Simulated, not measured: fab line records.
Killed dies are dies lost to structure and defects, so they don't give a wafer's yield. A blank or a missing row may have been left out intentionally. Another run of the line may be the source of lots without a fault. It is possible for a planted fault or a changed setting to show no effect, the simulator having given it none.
Which tool is to blame? | flow n5 finfet | 24 lots with 72 wafers sampled at 5 steps, on a route of 1938 steps

## WHAT THE GAUGES READ, wafer by wafer
N5_BEOL_M13_INSPECT_55: inspects for defects (darkfield).
lot  | measured     | on                | raw defect count
L075 | day 11 11:13 | defect inspect-01 | 42 27 53
L077 | day 11 12:26 | defect inspect-02 | 37 67 77
L076 | day 11 15:19 | defect inspect-02 | 112 40 121
L074 | day 12 00:32 | defect inspect-01 | 46 39 68
L079 | day 12 05:47 | defect inspect-02 | 102 74 72
L078 | day 12 08:28 | defect inspect-02 | 70 66 81
L080 | day 12 12:22 | defect inspect-02 | 63 67 88
L081 | day 12 15:39 | defect inspect-02 | 39 80 89
L082 | day 12 23:36 | defect inspect-02 | 56 56 54
L083 | day 13 15:01 | defect inspect-02 | 52 40 85
L084 | day 13 17:21 | defect inspect-02 | 66 94 106
L086 | day 14 05:10 | defect inspect-02 | 86 102 75
L085 | day 14 05:31 | defect inspect-01 | 88 93 72
L087 | day 14 13:04 | defect inspect-01 | 63 54 57
L089 | day 14 18:17 | defect inspect-02 | 84 100 85
L088 | day 14 20:26 | defect inspect-02 | 63 47 49
L091 | day 15 00:10 | defect inspect-01 | 45 62 34
L090 | day 15 12:30 | defect inspect-01 | 73 97 88
L092 | day 15 13:17 | defect inspect-02 | 63 95 51
L094 | day 15 18:46 | defect inspect-01 | 68 49 99
L093 | day 16 01:13 | defect inspect-01 | 110 69 51
L095 | day 16 03:23 | defect inspect-01 | 88 67 89
L097 | day 16 20:12 | defect inspect-02 | 46 71 72
L096 | day 16 20:28 | defect inspect-01 | 50 63 77

N5_BEOL_M14_OVL_MEAS_11.
lot  | measured     | on         | V13_OVL (nm)
L075 | day 11 11:47 | overlay-01 | -2 -8 -1
L077 | day 11 13:08 | overlay-01 | -1 -1 1
L076 | day 11 15:53 | overlay-01 | 8 2 1
L074 | day 12 01:13 | overlay-01 | -10 -11 -6
L079 | day 12 06:21 | overlay-02 | -3 1 -3
L078 | day 12 09:01 | overlay-01 | -2 7 -1
L080 | day 12 13:04 | overlay-01 | -8 -8 -6
L081 | day 12 16:21 | overlay-02 | -4 -3 0
L082 | day 13 00:10 | overlay-02 | 0 -2 -1
L083 | day 13 15:35 | overlay-01 | -1 -8 4
L084 | day 13 18:02 | overlay-01 | -5 -11 -14
L086 | day 14 05:51 | overlay-02 | 1 -1 7
L085 | day 14 06:12 | overlay-01 | 1 -9 -3
L087 | day 14 13:38 | overlay-02 | -7 -9 -5
L089 | day 14 18:58 | overlay-02 | -10 -6 -5
L088 | day 14 21:07 | overlay-02 | 9 -2 4
L091 | day 15 00:52 | overlay-02 | 1 5 4
L090 | day 15 13:12 | overlay-01 | -5 -4 -15
L092 | day 15 13:56 | overlay-01 | -3 -7 2
L094 | day 15 19:19 | overlay-01 | -1 4 1
L093 | day 16 01:47 | overlay-02 | 2 0 -2
L095 | day 16 04:04 | overlay-02 | -1 3 1
L097 | day 16 20:46 | overlay-01 | -4 -6 1
L096 | day 16 21:02 | overlay-01 | -14 -15 -8

## EACH LOT AND THE TOOL THAT RAN IT (in order: tool; ch and the chambers of the sampled wafers; start)
lot  | N5_BEOL_M13_ETCH_38                | N5_BEOL_M13_SPUTTER_43       | N5_BEOL_M13_DEP_53
L075 | rie diel-01 ch 0,2, day 11 08:54   | pvd sputter-03, day 11 09:55 | pecvd-02 ch 1,2, day 11 11:07
L077 | rie diel-01 ch 0,1,3, day 11 10:11 | pvd sputter-03, day 11 11:13 | pecvd-03 ch 1, day 11 12:20
L076 | rie diel-01 ch 0,2,3, day 11 13:36 | pvd sputter-01, day 11 14:05 | pecvd-03 ch 0,1, day 11 15:13
L074 | rie diel-01 ch 1,2, day 11 22:11   | pvd sputter-02, day 11 23:07 | pecvd-02 ch 1, day 12 00:25
L079 | rie diel-01 ch 0,1,2, day 12 03:17 | pvd sputter-03, day 12 03:56 | pecvd-03 ch 0,1, day 12 05:41
L078 | rie diel-02 ch 1,2,3, day 12 06:05 | pvd sputter-03, day 12 07:08 | pecvd-03 ch 0,1,2, day 12 08:23
L080 | rie diel-04 ch 0,1,3, day 12 09:41 | pvd sputter-02, day 12 10:24 | pecvd-03 ch 0,1, day 12 12:17
L081 | rie diel-04 ch 2,3, day 12 13:44   | pvd sputter-02, day 12 14:23 | pecvd-03 ch 0,2, day 12 15:34
L082 | rie diel-04 ch 1,3, day 12 21:52   | pvd sputter-03, day 12 22:25 | pecvd-03 ch 0,1, day 12 23:30
L083 | rie diel-04 ch 1,3, day 13 13:27   | pvd sputter-02, day 13 13:50 | pecvd-03 ch 1,2, day 13 14:56
L084 | rie diel-02 ch 0,1,2, day 13 14:24 | pvd sputter-01, day 13 15:12 | pecvd-01 ch 0,2, day 13 17:16
L086 | rie diel-04 ch 2,3, day 14 03:08   | pvd sputter-01, day 14 03:50 | pecvd-03 ch 1,2, day 14 05:04
L085 | rie diel-01 ch 0,1,2, day 14 03:24 | pvd sputter-01, day 14 04:20 | pecvd-01 ch 1,2, day 14 05:25
L087 | rie diel-01 ch 0,1,2, day 14 10:20 | pvd sputter-01, day 14 11:42 | pecvd-01 ch 0,1,2, day 14 12:59
L089 | rie diel-01 ch 0,3, day 14 16:20   | pvd sputter-02, day 14 17:03 | pecvd-02 ch 0,2, day 14 18:10
L088 | rie diel-04 ch 0,1, day 14 18:12   | pvd sputter-03, day 14 19:14 | pecvd-01 ch 0,1,2, day 14 20:22
L091 | rie diel-04 ch 2,3, day 14 22:26   | pvd sputter-01, day 14 22:50 | pecvd-02 ch 0,2, day 15 00:04
L090 | rie diel-01 ch 1,2,3, day 15 11:02 | pvd sputter-01, day 15 11:19 | pecvd-03 ch 0,2, day 15 12:25
L092 | rie diel-01 ch 0,1,3, day 15 11:47 | pvd sputter-01, day 15 12:06 | pecvd-01 ch 1,2, day 15 13:12
L094 | rie diel-04 ch 1,2,3, day 15 16:55 | pvd sputter-01, day 15 17:34 | pecvd-03 ch 1,2, day 15 18:40
L093 | rie diel-04 ch 2,3, day 15 23:27   | pvd sputter-02, day 16 00:02 | pecvd-01 ch 1,2, day 16 01:07
L095 | rie diel-04 ch 1,3, day 16 01:25   | pvd sputter-03, day 16 02:11 | pecvd-01 ch 0,2, day 16 03:17
L097 | rie diel-01 ch 0,2,3, day 16 18:20 | pvd sputter-01, day 16 18:51 | pecvd-01 ch 0,1,2, day 16 20:07
L096 | rie diel-02 ch 0,1, day 16 18:35   | pvd sputter-03, day 16 18:56 | pecvd-03 ch 1,2, day 16 20:23
- N5_BEOL_M13_ETCH_38: etches SiCN in CF4/N2, target depth 67.5 nm, time 71.9 s.
- N5_BEOL_M13_SPUTTER_43: material TaN, target thk 15 nm, time 24.19 s.
- N5_BEOL_M13_DEP_53: deposits SiCN from 3MS/NH3, target thk 50 nm, time 17.8 s.

## AS READ BY THE TOOLS THEMSELVES (means over the sampled wafers that have a number; for cases with no such wafer, the mark the record gives instead)
N5_BEOL_M13_ETCH_38.
lot  | tool        | drypump motor current A (A) | oes product au (a.u.) | rf vpp V (V) | showerhead plenum p Torr (Torr) | throttle valve pct (%)
L075 | rie diel-01 | 6.2                         | 0.80                  | 380.1        | 2.13                            | 15.13
L077 | rie diel-01 | 5.9                         | 0.80                  | 382.2        | 2.18                            | 15.26
L076 | rie diel-01 | 6.1                         | 0.77                  | 380.8        | 2.15                            | 15.13
L074 | rie diel-01 | 6.6                         | 0.78                  | 380.6        | 2.16                            | 15.27
L079 | rie diel-01 | 6.1                         | 0.81                  | 380.9        | 2.17                            | 15.26
L078 | rie diel-02 | 5.8                         | 0.75                  | 382.8        | 2.24                            | 15.52
L080 | rie diel-04 | 5.9                         | 0.78                  | 382.3        | 2.21                            | 15.43
L081 | rie diel-04 | 6.3                         | 0.76                  | 380.9        | 2.12                            | 15.31
L082 | rie diel-04 | 5.6                         | 0.82                  | 382.4        | 2.20                            | 15.37
L083 | rie diel-04 | 6.1                         | 0.80                  | 381.2        | 2.15                            | 15.33
L084 | rie diel-02 | 5.7                         | 0.81                  | 383.0        | 2.26                            | 15.36
L086 | rie diel-04 | 6.0                         | 0.72                  | 380.1        | 2.10                            | 15.38
L085 | rie diel-01 | 6.1                         | 0.80                  | 380.7        | 2.16                            | 15.29
L087 | rie diel-01 | 6.1                         | 0.80                  | 381.6        | 2.16                            | 15.30
L089 | rie diel-01 | 5.5                         | 0.78                  | 381.5        | 2.14                            | 15.16
L088 | rie diel-04 | 5.7                         | 0.73                  | 383.8        | 2.27                            | 15.57
L091 | rie diel-04 | 6.3                         | 0.74                  | 378.9        | 2.11                            | 15.36
L090 | rie diel-01 | 6.5                         | 0.73                  | 380.6        | 2.17                            | 15.34
L092 | rie diel-01 | 5.9                         | 0.77                  | 382.4        | 2.17                            | 15.33
L094 | rie diel-04 | 5.8                         | 0.76                  | 381.3        | 2.15                            | 15.40
L093 | rie diel-04 | 6.3                         | 0.74                  | 379.8        | 2.11                            | 15.38
L095 | rie diel-04 | 6.1                         | 0.78                  | 380.9        | 2.15                            | 15.38
L097 | rie diel-01 | 6.1                         | 0.74                  | 380.2        | 2.14                            | 15.21
L096 | rie diel-02 | 5.4                         | 0.75                  | 382.5        | 2.20                            | 15.50

N5_BEOL_M13_SPUTTER_43.
lot  | tool           | susceptor temp C (C) | throttle valve pct (%)
L075 | pvd sputter-03 | 50.09                | 29.9
L077 | pvd sputter-03 | 49.96                | 30.3
L076 | pvd sputter-01 | 49.87                | 29.6
L074 | pvd sputter-02 | 50.05                | 29.7
L079 | pvd sputter-03 | 49.80                | 30.0
L078 | pvd sputter-03 | 50.06                | 29.4
L080 | pvd sputter-02 | 49.97                | 29.1
L081 | pvd sputter-02 | 49.97                | 29.8
L082 | pvd sputter-03 | 49.92                | 29.9
L083 | pvd sputter-02 | 49.97                | 29.6
L084 | pvd sputter-01 | 49.89                | 29.5
L086 | pvd sputter-01 | 50.05                | 28.8
L085 | pvd sputter-01 | 49.97                | 29.8
L087 | pvd sputter-01 | 50.13                | 29.0
L089 | pvd sputter-02 | 50.10                | 29.9
L088 | pvd sputter-03 | 50.04                | 29.7
L091 | pvd sputter-01 | 49.92                | 29.0
L090 | pvd sputter-01 | 49.95                | 29.0
L092 | pvd sputter-01 | 49.92                | 28.7
L094 | pvd sputter-01 | 50.07                | 28.6
L093 | pvd sputter-02 | 50.01                | 29.2
L095 | pvd sputter-03 | 49.91                | 29.4
L097 | pvd sputter-01 | 50.12                | 29.5
L096 | pvd sputter-03 | 50.13                | 30.0

N5_BEOL_M13_DEP_53.
lot  | tool     | showerhead plenum p Torr (Torr) | throttle valve pct (%)
L075 | pecvd-02 | 4.166                           | 18.4
L077 | pecvd-03 | 4.176                           | 18.8
L076 | pecvd-03 | 4.177                           | 18.7
L074 | pecvd-02 | 4.152                           | 19.1
L079 | pecvd-03 | 4.167                           | 18.7
L078 | pecvd-03 | 4.169                           | 17.8
L080 | pecvd-03 | 4.176                           | 18.8
L081 | pecvd-03 | 4.181                           | 16.8
L082 | pecvd-03 | 4.177                           | 18.8
L083 | pecvd-03 | 4.167                           | 17.7
L084 | pecvd-01 | 4.174                           | 17.8
L086 | pecvd-03 | 4.165                           | 17.8
L085 | pecvd-01 | 4.166                           | 17.5
L087 | pecvd-01 | 4.168                           | 17.7
L089 | pecvd-02 | 4.189                           | 17.5
L088 | pecvd-01 | 4.164                           | 17.8
L091 | pecvd-02 | 4.196                           | 17.5
L090 | pecvd-03 | 4.179                           | 18.1
L092 | pecvd-01 | 4.161                           | 17.6
L094 | pecvd-03 | 4.171                           | 16.9
L093 | pecvd-01 | 4.177                           | 17.5
L095 | pecvd-01 | 4.176                           | 17.6
L097 | pecvd-01 | 4.167                           | 17.7
L096 | pecvd-03 | 4.169                           | 17.1

## THE ANSWER, worked out from the rows above alone
Rule: the lots themselves supply what counts as usual. The widest of any qualifying gaps counts: lots, ordered by their means at a reading, are off when they make up no more than a third of the lots, leave a main group of 4 or more, and stand apart from it by 3 or more times the standard deviation of that group's means. A main group whose means are all the same, to the digits that the tables above print for the reading, isn't used. Also off: a lot with no number at a reading for which 4 or more lots have one. Any other lot the step has rows for is counted as sound. Order of review: gauges by route order, followed by the tools' own readings, for which a lot's mean as printed above is used. The first step at which some lot is off is used, and at that step the reading that is off furthest; a lot without a number counts as furthest.
No lot is off at any reading shown: from this, nothing can be told.

## WHAT THE SIMULATOR HAD INSERTED
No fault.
